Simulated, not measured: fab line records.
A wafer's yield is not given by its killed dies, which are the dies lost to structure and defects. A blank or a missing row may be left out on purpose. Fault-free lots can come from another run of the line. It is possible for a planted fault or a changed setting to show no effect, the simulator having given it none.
Chamber matching :: flow n5 finfet :: N5_GATE_CUT_CMP_02 on cmp-02 has 4 sister chambers
The step polishes, stops on SiO2, t overpolish 12.7 s, target thk 0 nm. 8 wafers are shown with their chamber, then 10 later ones without.

WAFERS, EACH WITH ITS CHAMBER
wafer: L074.2
chamber: 2
motor current A (A): 10.0
time to endpoint s (s): 27

wafer: L075.3
chamber: 2
motor current A (A): 9.8
time to endpoint s (s): 28

wafer: L088.3
chamber: 3
motor current A (A): 8.1
time to endpoint s (s): 33

wafer: L089.3
chamber: 0
motor current A (A): 9.6
time to endpoint s (s): 22

wafer: L089.4
chamber: 1
motor current A (A): 10.2
time to endpoint s (s): 27

wafer: L089.6
chamber: 3
motor current A (A): 7.8
time to endpoint s (s): 32

wafer: L090.1
chamber: 0
motor current A (A): 8.9
time to endpoint s (s): 23

wafer: L090.4
chamber: 1
motor current A (A): 10.4
time to endpoint s (s): 29

WAFERS WHOSE CHAMBER IS MISSING
wafer: L090.6
motor current A (A): 10.8
time to endpoint s (s): 28

wafer: L091.1
motor current A (A): 9.8
time to endpoint s (s): 31

wafer: L091.3
motor current A (A): 9.3
time to endpoint s (s): 24

wafer: L091.4
motor current A (A): 7.6
time to endpoint s (s): 30

wafer: L093.1
motor current A (A): 8.0
time to endpoint s (s): 29

wafer: L093.4
motor current A (A): 8.8
time to endpoint s (s): 24

wafer: L093.5
motor current A (A): 8.5
time to endpoint s (s): 25

wafer: L095.1
motor current A (A): 10.4
time to endpoint s (s): 29

wafer: L095.3
motor current A (A): 8.1
time to endpoint s (s): 31

wafer: L095.4
motor current A (A): 10.0
time to endpoint s (s): 30

EACH ONE'S CHAMBER
wafer: L090.6
from the rows above: can't be placed: 1 or 2
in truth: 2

wafer: L091.1
from the rows above: can't be placed: 1 or 2
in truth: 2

wafer: L091.3
from the rows above: 0
in truth: 0

wafer: L091.4
from the rows above: 3
in truth: 3

wafer: L093.1
from the rows above: 3
in truth: 3

wafer: L093.4
from the rows above: 0
in truth: 0

wafer: L093.5
from the rows above: can't be placed: 0 or 2
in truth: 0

wafer: L095.1
from the rows above: can't be placed: 1 or 2
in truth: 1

wafer: L095.3
from the rows above: 3
in truth: 3

wafer: L095.4
from the rows above: can't be placed: 1 or 2
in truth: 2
Correctly placed: 5 of 10. These rows do not allow placing 5 (true chamber among the candidates in 5). Number placed wrongly: 0.
How it was worked out, from the rows above alone: a wafer's distance from a chamber is the root of the sum, over the readings, of the square of ((its reading less the chamber's mean) divided by the reading's scatter). If the next closest chamber is less than 2 further off than the closest, the wafer can't be placed; otherwise it belongs to the closest. For every chamber, the mean is computed from those of its wafers that are shown. How the scatter is found: for the shown wafers, subtract from each reading the mean of its chamber, square and add these, divide the total by (wafers less chambers), then take the root.
